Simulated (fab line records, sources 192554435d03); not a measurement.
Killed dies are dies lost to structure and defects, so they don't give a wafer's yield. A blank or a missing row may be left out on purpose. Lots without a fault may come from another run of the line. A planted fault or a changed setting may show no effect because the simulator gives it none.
One fault seen from 2 desks | flow n5_finfet | each desk has only its own numbers; what lay behind them comes last

THE METROLOGY DESK
What the gauges read, lot by lot, whatever tool the lot ran on: means of the sampled wafers that have a number. A lot is out of limits, marked OUT, if its mean lies more than 4 standard deviations from the usual mean; the brackets give that distance. Of its 11 readings 7 are shown: those that lie furthest out on some lot.
Columns: A = GATE_CUT_OVL at N5_GATE_CUT_OVL_MEAS_14, usual -0.3 nm; B = DIBL_P at N5_BEOL_M4_RC_MEAS_101, usual 37.0 mV/V; C = IOFF_P at N5_BEOL_M4_RC_MEAS_101, usual 0.22 nA/um; D = ION_N at N5_BEOL_M4_RC_MEAS_101, usual 673 uA/um; E = ION_P at N5_BEOL_M4_RC_MEAS_101, usual 462 uA/um; F = VT_N at N5_BEOL_M4_RC_MEAS_101, usual 250 mV; G = VT_P at N5_BEOL_M4_RC_MEAS_101, usual -250 mV
lot  | first seen here | A    | B    | C    | D   | E   | F   | G
L392 | day 4 19:00     | -0.4 | 38.5 | 0.24 | 671 | 459 | 248 | -250
L395 | day 5 09:51     | -1.0 | 35.4 | 0.16 | 648 | 445 | 257 | -253
L396 | day 5 17:19     | 0.2  | 36.1 | 0.18 | 665 | 453 | 252 | -254
L397 | day 6 05:02     | -0.9 | 38.0 | 0.23 | 675 | 461 | 247 | -251
L406 | day 8 05:17     | -0.6 | 40.0 | 0.28 | 691 | 480 | 244 | -245
L407 | day 8 10:52     | 0.6  | 36.0 | 0.19 | 667 | 464 | 250 | -250
L408 | day 8 15:12     | -0.2 | 41.0 | 0.30 | 692 | 476 | 243 | -243
L409 | day 8 23:31     | -2.0 | 34.0 | 0.20 | 675 | 462 | 251 | -249
L410 | day 9 04:14     | -0.5 | 38.1 | 0.22 | 678 | 461 | 248 | -251
L413 | day 10 02:55    | -0.3 | 37.9 | 0.23 | 677 | 465 | 249 | -252
This desk's finding: nothing out of limits on any of the 10 lots.

THE TOOL OWNER'S DESK: litho_track-03
The tool's own readings at N5_GATE_CUT_COAT_07 (resist thk 30 nm): means of the sampled wafers that have a number, for each lot that ran on this tool. A lot is out of limits, marked OUT, if its mean lies more than 4 standard deviations from the usual mean; the brackets give that distance.
Columns: A = exhaust_pa at N5_GATE_CUT_COAT_07, usual 45.0 Pa; B = spin_speed_rpm at N5_GATE_CUT_COAT_07, usual 1499.9 rpm
lot  | first seen here | A    | B
L395 | day 5 09:33     | 46.1 | 1499.3
L396 | day 5 17:01     | 43.8 | 1737.8 (+99 or more) OUT
L397 | day 6 04:38     | 45.5 | 1738.9 (+99 or more) OUT
L410 | day 9 03:56     | 44.8 | 1500.1
This desk's finding: out of limits on L396, L397; first on L396, day 5 17:01 (spin_speed_rpm at N5_GATE_CUT_COAT_07). In limits: L395, L410.

PUT TOGETHER
The tool owner's desk could have raised an alarm at day 5 17:01, on L396, L397.
The metrology desk saw nothing out of limits.
The metrology desk has L396, L397 on record, within its limits.
Of the lots named, all ran N5_GATE_CUT_COAT_07 on litho_track-03.

WHAT THE SIMULATOR HAD PUT IN
Process parameter drift: litho_track-03, from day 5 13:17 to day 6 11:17, at N5_GATE_CUT_COAT_07. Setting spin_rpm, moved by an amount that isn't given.
Lots struck among those shown: L396, L397.
Hours from the fault's start to each desk's first reading out of limits: the tool owner's desk, 4.
